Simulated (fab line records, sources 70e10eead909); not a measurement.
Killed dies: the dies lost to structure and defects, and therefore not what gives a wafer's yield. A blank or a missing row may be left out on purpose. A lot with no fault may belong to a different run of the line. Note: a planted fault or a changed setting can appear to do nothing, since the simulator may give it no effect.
Chamber matching -- flow nand_harc -- NHARC_A_CONTACT_DEP_29 on pecvd-04 has 3 sister chambers
The step deposits SiON, target thk 100 nm. 3 wafers are shown with their chamber, then 10 later ones without.

EACH WAFER AND ITS CHAMBER
wafer,chamber,showerhead_vpp_V (V)
L083.3,0,1046
L085.1,1,1064
L085.3,2,1107

WAFERS WHOSE CHAMBER IS MISSING
wafer,showerhead_vpp_V (V)
L085.6,1099
L087.2,1035
L087.4,1034
L087.5,1061
L090.2,1056
L090.3,1054
L090.6,1056
L093.1,1115
L093.4,1125
L093.5,1027

EACH ONE'S CHAMBER
wafer,from the rows above,in truth
L085.6,2,2
L087.2,can't be placed: 0 or 1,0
L087.4,can't be placed: 0 or 1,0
L087.5,can't be placed: 1 or 0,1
L090.2,can't be placed: 1 or 0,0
L090.3,can't be placed: 0 or 1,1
L090.6,can't be placed: 1 or 0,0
L093.1,2,2
L093.4,2,2
L093.5,can't be placed: 0 or 1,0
Correct placement for 3 of the 10. Can't be placed from these rows: 7 (the true chamber is among the candidates in 7). Placed wrongly: 0.
How it was worked out, from the rows above alone: a wafer's distance from a chamber is the root of the sum, over the readings, of the square of ((its reading less the chamber's mean) divided by the reading's scatter). The wafer belongs to the nearest chamber; if the next one is less than 2 further off, it can't be placed. A chamber's mean is the mean of its shown wafers. The scatter (one wafer shown for each chamber): square how far every hidden wafer sits from the nearest shown wafer, average those squares and take the square root.
